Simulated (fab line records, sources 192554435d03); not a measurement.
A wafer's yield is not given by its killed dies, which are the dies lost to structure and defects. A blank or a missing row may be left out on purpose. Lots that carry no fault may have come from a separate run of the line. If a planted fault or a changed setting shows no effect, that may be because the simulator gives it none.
Chamber matching | flow n5_finfet | 4 sister chambers for N5_BEOL_M5_STRIP_36 on rie_diel-03
The step strips in N2/H2. 16 wafers are shown with their chamber, then 8 later ones without.

== WAFERS WITH THEIR CHAMBER ==
wafer  | chamber | throttle_valve_pct (%) | showerhead_plenum_p_Torr (Torr) | oes_product_au (a.u.)
L075.3 | 0       | 24.0                   | 2.69                            | 0.85
L075.4 | 3       | 23.8                   | 2.52                            | 0.70
L075.6 | 2       | 23.7                   | 2.63                            | 0.74
L084.2 | 2       | 23.7                   | 2.62                            | 0.75
L084.3 | 1       | 23.3                   | 2.54                            | 0.80
L084.4 | 0       | 24.0                   | 2.68                            | 0.83
L086.2 | 0       | 24.0                   | 2.68                            | 0.83
L086.4 | 3       | 23.9                   | 2.51                            | 0.68
L086.5 | 1       | 23.3                   | 2.53                            | 0.79
L090.3 | 0       | 24.0                   | 2.68                            | 0.82
L090.4 | 1       | 23.3                   | 2.53                            | 0.79
L090.6 | 1       | 23.3                   | 2.53                            | 0.79
L089.3 | 1       | 23.3                   | 2.53                            | 0.80
L089.4 | 0       | 24.0                   | 2.68                            | 0.82
L089.5 | 3       | 23.9                   | 2.51                            | 0.69
L092.1 | 1       | 23.3                   | 2.53                            | 0.79

SIGNATURES (means of the wafers above)
reading                  | chamber 0 | chamber 1 | chamber 2 | chamber 3 | scatter within a chamber
throttle_valve_pct       | 24.000    | 23.300    | 23.700    | 23.867    | 0.0236
showerhead_plenum_p_Torr | 2.6820    | 2.5317    | 2.6250    | 2.5133    | 0.00483
oes_product_au           | 0.8300    | 0.7933    | 0.7450    | 0.6900    | 0.00905
Rule: distance of a wafer from a chamber = root of the sum over the readings of ((wafer's reading minus chamber's mean) / reading's scatter) squared. The wafer belongs to the nearest chamber; if the next one is less than 2 further off, it can't be placed. The scatter is the square root of a quotient: the sum, over the shown wafers, of each reading's squared deviation from its chamber's mean, divided by wafers minus chambers.

== WAFERS MISSING THEIR CHAMBER ==
wafer  | throttle_valve_pct (%) | showerhead_plenum_p_Torr (Torr) | oes_product_au (a.u.)
L092.4 | 23.8                   | 2.62                            | 0.72
L092.6 | 24.0                   | 2.68                            | 0.81
L093.1 | 23.9                   | 2.51                            | 0.66
L093.2 | 23.3                   | 2.53                            | 0.77
L093.6 | 23.3                   | 2.53                            | 0.78
L096.1 | 23.8                   | 2.61                            | 0.71
L096.2 | 23.3                   | 2.53                            | 0.77
L096.5 | 23.7                   | 2.61                            | 0.72

== WHICH CHAMBER EACH ONE RAN IN ==
wafer  | from the rows above | in truth
L092.4 | 2                   | 2
L092.6 | 0                   | 0
L093.1 | 3                   | 3
L093.2 | 1                   | 1
L093.6 | 1                   | 1
L096.1 | 2                   | 2
L096.2 | 1                   | 1
L096.5 | 2                   | 2
Correctly placed: 8 of 8. Number that these rows cannot place: 0. Placed wrongly: 0.
